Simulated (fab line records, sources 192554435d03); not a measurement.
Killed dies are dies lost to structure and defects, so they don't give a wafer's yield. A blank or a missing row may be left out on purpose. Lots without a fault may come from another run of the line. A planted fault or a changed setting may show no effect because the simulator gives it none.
fab line records | flow n5_finfet
record lots=4 wafers=12 last_day=16
route steps=1938 shown BEOL_M4@1099 BEOL_M5@1112 BEOL_M9@1464 PASSIVATION@1936
lots that met no fault: from a run of the same line without faults
start_h: hours from the record's first day to the start of the lot's first wafer shown | wait_h: hours since the lot's step before | " the same as in the row above | L1.1+2: a row that stands for several wafers | - no value, or no start given | * or withheld: withheld | < > ~ a bound
route shown NAME@n: a module of which the file shows steps, and the number in the route of the first | usual: mean/standard deviation of fault-free wafers | same: alike in all rows | chamber/n: place in a boat | sites: the reading at each site | _std_site: their standard deviation | _edge_site: outer sites' mean less inner sites' | radius_mm: how far each site lies from the wafer's centre | mask NAME#n: copy n | behind: the tool/chamber that last shaped the wafer | hold: why the lot was held/for how many hours/how that ended | device: the transistor (n, p or np) that didn't switch | end of line: the same wafers' tests at the end of the route | a step without rows: its recipe alone | killed: dies lost to structure and defects at the first sort, not the wafer's yield | map: a wafer's dies, x killed, . not, _ none there
set.NAME: the setting as run; set.NAME@STEP: as run at that earlier step | model.NAME: the simulator's own value behind a step, which no gauge read
lots at some steps of the route; a table a step, a row a wafer
services: from which hour (start_h, from the record's first day; less than 0 if before it) a tool's chamber was out of use, for how many hours, and why
## steps
# step N5_BEOL_M4_ANNEAL_95
# recipe temp_c=400 time_s=240 ambient=vacuum
# step N5_BEOL_M4_SPUTTER_96
# recipe material=Cu target_thk_a=45 temp_c=-20 chamber_pressure_pa=0.07 power_w=withheld time_s=8.29
# step N5_BEOL_M4_ECD_50
# recipe material=Cu target_thk_a=3000
# step N5_BEOL_M4_ANNEAL_51
# recipe temp_c=225 time_s=90 ambient=N2
# step N5_BEOL_M4_CMP_52
# recipe stop_on=SiOC t_overpolish_s=6.8 down_force_psi=1 platen_rpm=50 clearing_platen_down_force_psi=1.5 clearing_platen_rpm=50 post_cmp_clean=cu_alkaline target_thk_nm=40 clearing_platen_pad_velocity_m_s=0.99484 pad_velocity_m_s=0.99484
# step N5_BEOL_M4_PRE_CLEAN_60
# recipe gas=NH3/H2 time_s=15 temp_c=* rf_power_w=300
# step N5_BEOL_M4_CO_CAP_55
# recipe material=Co target_thk_a=20 temp_c=200 precursor=CCTBA/H2 pressure_torr=30 time_s=102.1
# step N5_BEOL_M4_PRE_CLEAN_56
# recipe gas=NH3 time_s=15 temp_c=withheld rf_power_w=300
# step N5_BEOL_M4_DEP_57
# recipe material=SiCN target_thk_a=80 temp_c=withheld precursor=3MS/NH3 pressure_torr=3 rf_w=202 time_s=14
# step N5_BEOL_M4_RC_MEAS_101
# usual DIBL_N=36.0/1.9 DIBL_P=35.6/2.4 IOFF_N=0.16/0.036 IOFF_P=0.21/0.04 ION_N=673/14 ION_P=460/8.9 SS_N=71.5/0.67 SS_P=73.2/0.73 VT_N=249/3.6 VT_P=-250/3.7
# columns lot.wafer tool chamber start_h wait_h DIBL_N[mV/V] DIBL_P[mV/V] IOFF_N[nA/um] IOFF_P[nA/um] ION_N[uA/um] ION_P[uA/um] SS_N[mV/dec] SS_P[mV/dec] VT_N[mV] VT_P[mV]
L604.1 prober-01 0 227.52 0.0 35.6 33.4 0.12 0.16 649 449 71.2 72.6 251 -255
L604.3 " 0 " " 35.7 34.0 0.12 0.16 661 451 70.8 72.4 254 -253
L604.6 " 0 " " 38.9 38.6 0.19 0.23 686 462 71.8 73.6 248 -250
L605.1 prober-01 0 231.31 0.0 37.0 35.3 0.18 0.20 693 472 72.2 73.9 249 -252
L605.4 " 0 " " 36.9 35.9 0.17 0.20 680 462 71.3 73.5 250 -252
L605.5 " 0 " " 35.8 33.9 0.14 0.17 663 448 70.5 73.6 250 -255
L614.1 prober-01 0 285.97 0.0 36.7 37.9 0.17 0.29 676 471 72.1 74.1 250 -244
L614.3 " 0 " " 32.8 32.8 0.11 0.19 663 462 70.8 72.7 256 -245
L614.4 " 0 " " 34.6 34.6 0.14 0.21 665 462 71.0 73.4 250 -245
L615.1 prober-02 0 295.32 0.0 35.4 34.4 0.13 0.17 665 453 70.9 73.5 251 -258
L615.2 " 0 " " 36.1 33.8 0.15 0.16 679 454 71.1 73.4 249 -256
L615.3 " 0 " " 39.4 37.8 0.21 0.21 674 450 71.9 74.6 245 -250
# step N5_BEOL_M5_ILD_DEP_00
# recipe material=SiCOH_lowk target_thk_a=1406.4 temp_c=300 precursor=DEMS/porogen pressure_torr=5 rf_w=500 time_s=25.9
# step N5_BEOL_M5_CURE_79
# recipe temp_c=385 time_s=240 ambient=He/Ar material=SiCOH_lowk
# step N5_BEOL_M5_PECVD_70
# recipe material=SiO2 target_thk_a=160 temp_c=400 precursor=TEOS/O2 pressure_torr=5.5 rf_w=450 teos_flow_sccm=53.8 gas=O2 flow_sccm=3000 time_s=18
# step N5_BEOL_M5_HM_DEP_02
# recipe material=TiN target_thk_a=200 temp_c=25 chamber_pressure_pa=0.49996
# step N5_BEOL_M5_COAT_59
# recipe resist=SOC temp_c=250 time_s=60 spin_rpm=1500 resist_thk_nm=60
# step N5_BEOL_M5_COAT_60
# recipe resist=SiARC temp_c=220 time_s=60 spin_rpm=1500 resist_thk_nm=12
# step N5_BEOL_M5_COAT_71
# recipe resist=underlayer temp_c=205 time_s=60 spin_rpm=1500 resist_thk_nm=5
# step N5_BEOL_M5_COAT_05
# recipe resist=CAR-EUV spin_rpm=1500 resist_thk_nm=30
# step N5_BEOL_M5_EBR_07
# recipe solvent=PGMEA ebr_width_mm=1.5
# step N5_BEOL_M5_SOFTBAKE_06
# recipe temp_c=110 time_s=60 resist=CAR-EUV
# step N5_BEOL_M5_EXPOSE_08
# recipe mask_id=M5 na=0.33 source_shape=annular sigma_inner=0.4 sigma_outer=0.8 polarization=unpolarized target_cd_nm=28 dose_mj=35.75
# step N5_BEOL_M5_PEB_09
# recipe peb_temp_c=100 peb_time_s=60 resist=CAR-EUV
# step N5_BEOL_M5_DEVELOP_10
# recipe develop_time_s=30 developer=TMAH resist=CAR-EUV rinse_liquid=surfactant_rinse dry=air_spin dev_temp_c=23
# step N5_BEOL_M5_DESCUM_16
# recipe chemistry=O2 time_s=7 source_power_w=50 bias_power_w=20 pressure_mtorr=20 rf_frequency_hz=2.712e+07 temp_c=40 resist=CAR-EUV o2_flow_sccm=225
# step N5_BEOL_M5_ETCH_72
# recipe chemistry=N2/H2 target=underlayer target_depth_a=65 mask_material=CAR-EUV time_s=5.2 ion_energy_ev=200 pressure_mtorr=30 source_w=840 bias_w=150 n2_flow_sccm=200 h2_flow_sccm=200 ends=cleared
# step N5_BEOL_M5_ETCH_61
# recipe chemistry=CF4 target=SiARC target_depth_a=156 mask_material=CAR-EUV time_s=26 ion_energy_ev=80 pressure_mtorr=40 source_w=545 bias_w=36 Ar_flow_sccm=100 cf4_flow_sccm=100 ends=cleared
# step N5_BEOL_M5_ETCH_62
# recipe chemistry=N2/H2 target=SOC target_depth_a=750 overetch_a=150 mask_material=SiARC temp_c=40 time_s=112.5 ion_energy_ev=200 pressure_mtorr=30 source_w=840 bias_w=150 n2_flow_sccm=200 h2_flow_sccm=200
# step N5_BEOL_M5_STRIP_63
# recipe chemistry=N2/H2 temp_c=40 n2_flow_sccm=200 h2_flow_sccm=200 rf_frequency_hz=6e+07
# step N5_BEOL_M5_STRIP_73
# recipe chemistry=N2/H2 temp_c=40 n2_flow_sccm=200 h2_flow_sccm=200 rf_frequency_hz=6e+07
# step N5_BEOL_M5_STRIP_64
# recipe chemistry=CF4 resist=SiARC power_w=300 bias_power_w=75 pressure_mtorr=50 cf4_flow_sccm=150 rf_frequency_hz=6e+07
# step N5_BEOL_M5_HM_OPEN_17
# recipe chemistry=Cl2/BCl3 target_depth_a=200 overetch_a=60 target=TiN mask_material=SOC ion_energy_ev=150 pressure_mtorr=10 icp_w=1000 bias_w=126 Cl2_flow_sccm=53.25 bcl3_flow_sccm=21.75 Ar_flow_sccm=25
# step N5_BEOL_M5_STRIP_19
# recipe chemistry=O2 power_w=400 temp_c=40 pressure_mtorr=30 rf_frequency_hz=6e+07 bias_power_w=0 overash_fraction=0.2 o2_flow_sccm=225
# step N5_BEOL_M5_COAT_65
# recipe resist=SOC temp_c=250 time_s=60 spin_rpm=1500 resist_thk_nm=60
# step N5_BEOL_M5_COAT_66
# recipe resist=SiARC temp_c=220 time_s=60 spin_rpm=1500 resist_thk_nm=12
# step N5_BEOL_M9_CMP_52
# recipe stop_on=SiCOH_lowk t_overpolish_s=7 down_force_psi=1 platen_rpm=50 clearing_platen_down_force_psi=1.5 clearing_platen_rpm=50 post_cmp_clean=cu_alkaline target_thk_nm=140 clearing_platen_pad_velocity_m_s=0.99484 pad_velocity_m_s=0.99484
# usual barrier_field_endpoint_s=29.2/1 clearing_platen_down_force_psi=1.500/0.0032 motor_current_A=6.0/0.7 overpolish_run_s=6.999/0.0086 slurry_flow_ml_min=150.0/0.42 time_to_endpoint_s=68/4.9
# columns lot.wafer tool chamber start_h wait_h barrier_field_endpoint_s clearing_platen_down_force_psi motor_current_A overpolish_run_s slurry_flow_ml_min time_to_endpoint_s model.Cu_of_BEOL_M9_ECD_50.thk_nm model.SiO2_of_BEOL_M9_PECVD_70.thk_nm
L604.3 cmp-02 3 270.73 0.2 - - - - - - 318 19.4
L604.1 " 1 " " - - - - - - 321 19.8
L604.6 " 3 " " - - - - - - 322.8 19.6
L605.1 cmp-01 0 271.59 0.3 - - - - - - 316.6 19.4
L605.4 " 1 " " - - - - - - 321.2 20.2
L605.5 " 0 " " - - - - - - 320 19.8
L614.3 cmp-04 1 330.44 0.2 28.8 1.499 4.9 7.000 149.7 69 142.2 0
L614.1 " 2 " " 28.0 1.496 6.8 6.991 150.1 66 134.8 0
L614.4 " 3 " " 26.9 1.495 6.8 6.998 149.9 60 135.2 0
L615.2 cmp-01 3 342.14 0.2 29.1 1.499 5.5 7.007 149.9 72 140.2 0
L615.3 " 0 " " 28.1 1.496 6.1 6.992 149.4 64 136.4 0
L615.1 " 1 " " 30.1 1.499 5.9 6.993 149.8 71 138.2 0
# step N5_BEOL_M9_THK_MEAS_53
# recipe thk_meas_gauge=xrf reads=Cu_of_BEOL_M9_ECD_50
# usual M9_THK=142/3.2
# columns lot.wafer tool chamber start_h wait_h M9_THK[nm]
L604.1 film_metro-01 - 270.98 0.1 329
L604.3 " - " " 327
L604.6 " - " " 333
L605.1 film_metro-01 - 271.84 0.2 326
L605.4 " - " " 332
L605.5 " - " " 330
L614.1 film_metro-01 - 330.69 - 137
L614.3 " - " " 145
L614.4 " - " " 138
L615.1 film_metro-02 - 342.40 - 141
L615.2 " - " " 143
L615.3 " - " " 140
# step N5_BEOL_M9_RS_MEAS_57
# recipe thk_meas_gauge=four-point-probe reads=Cu_of_BEOL_M9_ECD_50+Co_of_BEOL_M9_CVD_78+TaN_of_BEOL_M9_ALD_74
# usual M9_RS=0.152/0.0036
# columns lot.wafer tool chamber start_h wait_h M9_RS[ohm/sq]
L604.1 film_metro-01 - 271.12 0.1 0.060
L604.3 " - " " 0.060
L604.6 " - " " 0.059
L605.1 film_metro-02 - 271.98 0.1 0.061
L605.4 " - " " 0.060
L605.5 " - " " 0.060
L614.1 film_metro-02 - 330.83 0.1 0.157
L614.3 " - " " 0.148
L614.4 " - " " 0.157
L615.1 film_metro-01 - 342.53 0.1 0.153
L615.2 " - " " 0.151
L615.3 " - " " 0.155
# step N5_BEOL_M9_INSPECT_58
# recipe inspect_instrument=darkfield mode=post_dep
# usual raw_defect_count=74/24
# columns lot.wafer tool chamber start_h wait_h raw_defect_count
L604.1 defect_inspect-02 - 271.15 0.0 4359
L604.3 " - " " 4372
L604.6 " - " " 4358
L605.1 defect_inspect-02 - 272.01 0.0 4319
L605.4 " - " " 4357
L605.5 " - " " 4388
L614.1 defect_inspect-02 - 330.86 0.0 106
L614.3 " - " " 55
L614.4 " - " " 74
L615.1 defect_inspect-01 - 342.56 0.0 75
L615.2 " - " " 76
L615.3 " - " " 53
# step N5_PASSIVATION_PROBE_49
# usual defect_limited_yield=91.2/1.4 killed_at_M0_to_M3=32/9.3 killed_at_M4_up=14/4.9 killed_at_contacts=15/7.5 killed_at_front_end=40/11 killed_at_other=4/3.3 killed_dies=104/17 killed_on_rim=13/4.2 killed_open=68/14 killed_short=33/7.9 sort_bin_5_function=5.2/0.99 sort_bin_6_memory=3.2/0.65 sort_n_pass=1076/17 sort_yield_pct=91.1/1.5
# same gross_dies=1180 killed_at_back_side=0 sort_bin_4_leakage[%]=0 sort_bin_8_speed[%]=0
# columns lot.wafer tool chamber start_h wait_h defect_limited_yield[%] killed_at_M0_to_M3 killed_at_M4_up killed_at_contacts killed_at_front_end killed_at_other killed_dies killed_on_rim killed_open killed_short sort_bin_5_function[%] sort_bin_6_memory[%] sort_n_pass sort_yield_pct[%]
L605.1 prober-01 - 324.06 0.0 0 31 1099 7 40 3 1180 152 73 28 5.7 3.0 0 0
L605.4 prober-01 - 324.21 0.2 0 22 1089 14 53 2 1180 152 73 40 6.3 3.0 0 0
L605.5 prober-01 - 324.26 0.2 0 36 1071 12 61 0 1180 152 78 39 6.2 3.3 0 0
L604.1 prober-02 - 324.86 0.0 0 29 1099 10 41 1 1180 152 51 38 4.2 3.1 0 0
L604.3 prober-02 - 324.96 0.1 0 35 1084 11 48 2 1180 152 75 41 5.3 4.6 0 0
L604.6 prober-02 - 325.11 0.3 0 38 1102 5 35 0 1180 152 49 38 4.4 2.8 0 0
# killed by level:class
L605.1 BEOL_M9:area_cmp=1076 BEOL_M4:geometric_particle:open=14 STI_FIN_REVEAL:geometric_particle:open=9 BEOL_M3:geometric_particle:open=8 FIN_SAQP:geometric_particle:short=7 MOL_CONTACT_COAG:geometric_particle:open=7 FIN_SAQP:geometric_particle:open=6 BEOL_M0_SAQP:geometric_particle:short=6
L605.4 BEOL_M9:area_cmp=1066 FIN_SAQP:geometric_particle:short=18 FIN_SAQP:geometric_particle:open=12 MOL_CONTACT_COAG:geometric_particle:open=12 BEOL_M4:geometric_particle:open=11 BEOL_M3:geometric_particle:open=8 BEOL_M4:geometric_particle:short=5 BEOL_M2:geometric_particle:open=4
L605.5 BEOL_M9:area_cmp=1062 FIN_SAQP:geometric_particle:open=12 MOL_CONTACT_COAG:geometric_particle:open=9 BEOL_M0_SAQP:geometric_particle:open=9 FIN_SAQP:geometric_particle:short=7 BEOL_M0:geometric_particle:open=7 SPACER0:geometric_particle:open=6 STI_FIN_REVEAL:geometric_particle:open=6
L604.1 BEOL_M9:area_cmp=1091 FIN_SAQP:geometric_particle:short=12 BEOL_M3:geometric_particle:open=9 FIN_SAQP:geometric_particle:open=6 MOL_CONTACT_COAG:geometric_particle:open=6 STI_FIN_REVEAL:geometric_particle:open=6 BEOL_M0_SAQP:geometric_particle:open=5 BEOL_M0_SAQP:geometric_particle:short=5
L604.3 BEOL_M9:area_cmp=1062 FIN_SAQP:geometric_particle:short=12 BEOL_M4:geometric_particle:open=12 FIN_SAQP:geometric_particle:open=11 BEOL_M3:geometric_particle:open=9 BEOL_M0_SAQP:geometric_particle:short=9 MOL_CONTACT_COAG:geometric_particle:open=9 BEOL_M2:geometric_particle:open=5
L604.6 BEOL_M9:area_cmp=1092 FIN_SAQP:geometric_particle:short=16 BEOL_M0_SAQP:geometric_particle:open=15 FIN_SAQP:geometric_particle:open=9 BEOL_M0_SAQP:geometric_particle:short=9 BEOL_M2:geometric_particle:open=9 MOL_CONTACT_COAG:geometric_particle:short=3 BEOL_M4:geometric_particle:short=3
# map L604.1 (x killed, . not)
_________________xxxxxxxxxxxx________________
______________xxxxxxxxxxxxxxxxxx_____________
___________xxxxxxxxxxxxxxxxxxxxxxxx__________
__________xxxxxxxxxxxxxxxxxxxxxxxxxx_________
________xxxxxxxxxxxxxxxxxxxxxxxxxxxxxx_______
_______xxxxxxxxxxxxxxxxxxxxxxxxxxxxxxxx______
______xxxxxxxxxxxxxxxxxxxxxxxxxxxxxxxxxx_____
_____xxxxxxxxxxxxxxxxxxxxxxxxxxxxxxxxxxxx____
____xxxxxxxxxxxxxxxxxxxxxxxxxxxxxxxxxxxxxx___
___xxxxxxxxxxxxxxxxxxxxxxxxxxxxxxxxxxxxxxxx__
___xxxxxxxxxxxxxxxxxxxxxxxxxxxxxxxxxxxxxxxx__
__xxxxxxxxxxxxxxxxxxxxxxxxxxxxxxxxxxxxxxxxxx_
__xxxxxxxxxxxxxxxxxxxxxxxxxxxxxxxxxxxxxxxxxx_
_xxxxxxxxxxxxxxxxxxxxxxxxxxxxxxxxxxxxxxxxxxxx
_xxxxxxxxxxxxxxxxxxxxxxxxxxxxxxxxxxxxxxxxxxxx
_xxxxxxxxxxxxxxxxxxxxxxxxxxxxxxxxxxxxxxxxxxxx
_xxxxxxxxxxxxxxxxxxxxxxxxxxxxxxxxxxxxxxxxxxxx
_xxxxxxxxxxxxxxxxxxxxxxxxxxxxxxxxxxxxxxxxxxxx
_xxxxxxxxxxxxxxxxxxxxxxxxxxxxxxxxxxxxxxxxxxxx
_xxxxxxxxxxxxxxxxxxxxxxxxxxxxxxxxxxxxxxxxxxxx
_xxxxxxxxxxxxxxxxxxxxxxxxxxxxxxxxxxxxxxxxxxxx
__xxxxxxxxxxxxxxxxxxxxxxxxxxxxxxxxxxxxxxxxxx_
__xxxxxxxxxxxxxxxxxxxxxxxxxxxxxxxxxxxxxxxxxx_
___xxxxxxxxxxxxxxxxxxxxxxxxxxxxxxxxxxxxxxxx__
___xxxxxxxxxxxxxxxxxxxxxxxxxxxxxxxxxxxxxxxx__
____xxxxxxxxxxxxxxxxxxxxxxxxxxxxxxxxxxxxxx___
_____xxxxxxxxxxxxxxxxxxxxxxxxxxxxxxxxxxxx____
______xxxxxxxxxxxxxxxxxxxxxxxxxxxxxxxxxx_____
_______xxxxxxxxxxxxxxxxxxxxxxxxxxxxxxxx______
________xxxxxxxxxxxxxxxxxxxxxxxxxxxxxx_______
__________xxxxxxxxxxxxxxxxxxxxxxxxxx_________
___________xxxxxxxxxxxxxxxxxxxxxxxx__________
______________xxxxxxxxxxxxxxxxxx_____________
_________________xxxxxxxxxxxx________________
# map L605.1 (x killed, . not)
_________________xxxxxxxxxxxx________________
______________xxxxxxxxxxxxxxxxxx_____________
___________xxxxxxxxxxxxxxxxxxxxxxxx__________
__________xxxxxxxxxxxxxxxxxxxxxxxxxx_________
________xxxxxxxxxxxxxxxxxxxxxxxxxxxxxx_______
_______xxxxxxxxxxxxxxxxxxxxxxxxxxxxxxxx______
______xxxxxxxxxxxxxxxxxxxxxxxxxxxxxxxxxx_____
_____xxxxxxxxxxxxxxxxxxxxxxxxxxxxxxxxxxxx____
____xxxxxxxxxxxxxxxxxxxxxxxxxxxxxxxxxxxxxx___
___xxxxxxxxxxxxxxxxxxxxxxxxxxxxxxxxxxxxxxxx__
___xxxxxxxxxxxxxxxxxxxxxxxxxxxxxxxxxxxxxxxx__
__xxxxxxxxxxxxxxxxxxxxxxxxxxxxxxxxxxxxxxxxxx_
__xxxxxxxxxxxxxxxxxxxxxxxxxxxxxxxxxxxxxxxxxx_
_xxxxxxxxxxxxxxxxxxxxxxxxxxxxxxxxxxxxxxxxxxxx
_xxxxxxxxxxxxxxxxxxxxxxxxxxxxxxxxxxxxxxxxxxxx
_xxxxxxxxxxxxxxxxxxxxxxxxxxxxxxxxxxxxxxxxxxxx
_xxxxxxxxxxxxxxxxxxxxxxxxxxxxxxxxxxxxxxxxxxxx
_xxxxxxxxxxxxxxxxxxxxxxxxxxxxxxxxxxxxxxxxxxxx
_xxxxxxxxxxxxxxxxxxxxxxxxxxxxxxxxxxxxxxxxxxxx
_xxxxxxxxxxxxxxxxxxxxxxxxxxxxxxxxxxxxxxxxxxxx
_xxxxxxxxxxxxxxxxxxxxxxxxxxxxxxxxxxxxxxxxxxxx
__xxxxxxxxxxxxxxxxxxxxxxxxxxxxxxxxxxxxxxxxxx_
__xxxxxxxxxxxxxxxxxxxxxxxxxxxxxxxxxxxxxxxxxx_
___xxxxxxxxxxxxxxxxxxxxxxxxxxxxxxxxxxxxxxxx__
___xxxxxxxxxxxxxxxxxxxxxxxxxxxxxxxxxxxxxxxx__
____xxxxxxxxxxxxxxxxxxxxxxxxxxxxxxxxxxxxxx___
_____xxxxxxxxxxxxxxxxxxxxxxxxxxxxxxxxxxxx____
______xxxxxxxxxxxxxxxxxxxxxxxxxxxxxxxxxx_____
_______xxxxxxxxxxxxxxxxxxxxxxxxxxxxxxxx______
________xxxxxxxxxxxxxxxxxxxxxxxxxxxxxx_______
__________xxxxxxxxxxxxxxxxxxxxxxxxxx_________
___________xxxxxxxxxxxxxxxxxxxxxxxx__________
______________xxxxxxxxxxxxxxxxxx_____________
_________________xxxxxxxxxxxx________________
## services
# columns tool chamber start_h hours kind
cmp-01 - 264.17 4.0 pm
cmp-01 - 268.17 - consumable_replace:conditioner
cmp-01 - 268.17 - consumable_replace:pad
cmp-04 - 271.01 1.6 repair
cmp-04 - 274.17 4.0 pm
cmp-04 - 278.17 - consumable_replace:conditioner
cmp-04 - 278.17 - consumable_replace:pad
cmp-04 - 278.17 4.3 pm
cmp-01 - 281.64 1.9 repair
cmp-04 - 285.17 5.1 repair
## key
first_sign step=N5_BEOL_M9_CMP_52 reading=tool_record direction=missing
effect step=N5_BEOL_M9_THK_MEAS_53 reading=M9_THK direction=up sigmas=58 usual=142 struck=330
effect step=N5_BEOL_M9_RS_MEAS_57 reading=M9_RS direction=down sigmas=25 usual=0.152 struck=0.060
effect step=N5_BEOL_M9_INSPECT_58 reading=raw_defect_count direction=up sigmas=99+ usual=74 struck=4359
effect step=N5_PASSIVATION_PROBE_49 reading=killed_at_M4_up direction=up sigmas=99+ usual=14 struck=1091
model_effect step=N5_BEOL_M9_CMP_52 value=Cu_of_BEOL_M9_ECD_50.thk_nm without=140.6 struck=319.9
more_kills_born_at N5_BEOL_M9_CMP_52@cmp-02=3245 N5_BEOL_M9_CMP_52@cmp-01=3204
met_at N5_BEOL_M9_CMP_52
struck_wafers L604.1,L604.3,L604.6,L605.1,L605.4,L605.5
later_rows_left_out L604.1,L604.3,L604.6,L605.1,L605.4,L605.5
fault kind=skipped_step_whole tool=cmp-01,cmp-02 chamber=- onset_h=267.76 steps=N5_BEOL_M9_CMP_52 scope=struck_lots_only
# later_rows_left_out: the simulator's readings of these wafers behind a module that went badly wrong aren't trusted and aren't shown, but for the sort
